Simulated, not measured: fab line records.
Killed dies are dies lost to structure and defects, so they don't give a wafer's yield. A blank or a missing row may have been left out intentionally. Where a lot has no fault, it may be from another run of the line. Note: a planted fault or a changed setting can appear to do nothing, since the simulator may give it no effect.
A single fault, viewed from 2 desks	flow n5Finfet	each desk has only its own numbers; what lay behind them comes last

## THE TOOL OWNER'S DESK: rieDiel-01
The tool's own readings at N5_BEOL_M8_ETCH_65 (etches SiARC in CF4, target depth 15.6 nm, time 26 s): means of the sampled wafers that have a number, for each lot that ran on this tool. Any lot whose mean is over 4 standard deviations away from the usual mean is out of limits and marked OUT; that distance is given in the brackets.
Columns: A = cf4FlowSccm at N5_BEOL_M8_ETCH_65, usual 100.0 sccm; B = drypumpMotorCurrentA at N5_BEOL_M8_ETCH_65, usual 5.9 A; C = etchRfOnTimeS at N5_BEOL_M8_ETCH_65, usual 26.0 s; D = oesProductAu at N5_BEOL_M8_ETCH_65, usual 0.68 a.u.; E = rfVppV at N5_BEOL_M8_ETCH_65, usual 183.7 V; F = showerheadPlenumPTorr at N5_BEOL_M8_ETCH_65, usual 2.12 Torr; G = throttleValvePct at N5_BEOL_M8_ETCH_65, usual 15.60 %
lot	first seen here	A	B	C	D	E	F	G
L226	day 12 16:22	100.1	6.1	25.9	0.65	183.5	2.12	15.47
L229	day 13 10:49	99.8	6.0	26.2	0.63	184.1	2.11	15.65
L235	day 14 23:26	100.0	5.9	26.0	0.63	182.4	2.02	15.58
This desk's finding: nothing out of limits on any of the 3 lots.

## AT THE METROLOGY DESK
What the gauges read, lot by lot, whatever tool the lot ran on: means of the sampled wafers that have a number. Any lot whose mean is over 4 standard deviations away from the usual mean is out of limits and marked OUT; that distance is given in the brackets.
Columns: A = cdNm at N5_MIM_TOP_LITHO_CD_MEAS_08, usual 1999.0 nm
lot	first seen here	A
L224	day 12 18:18	1998.9
L227	day 14 18:49	1999.2
L226	day 14 23:58	1998.8
L229	day 16 01:32	1999.5
L235	day 17 17:49	1999.2
L225	day 17 21:52	1999.0
L239	day 18 04:22	1998.7
L242	day 19 14:14	1998.7
L244	day 19 14:56	1999.9
L245	day 19 15:06	1998.0
This desk's finding: nothing out of limits on any of the 10 lots.

## ALL TOGETHER
The desk of the tool owner found nothing out of limits.
Nothing out of limits was seen by the metrology desk.

## WHAT THE SIMULATOR PUT IN
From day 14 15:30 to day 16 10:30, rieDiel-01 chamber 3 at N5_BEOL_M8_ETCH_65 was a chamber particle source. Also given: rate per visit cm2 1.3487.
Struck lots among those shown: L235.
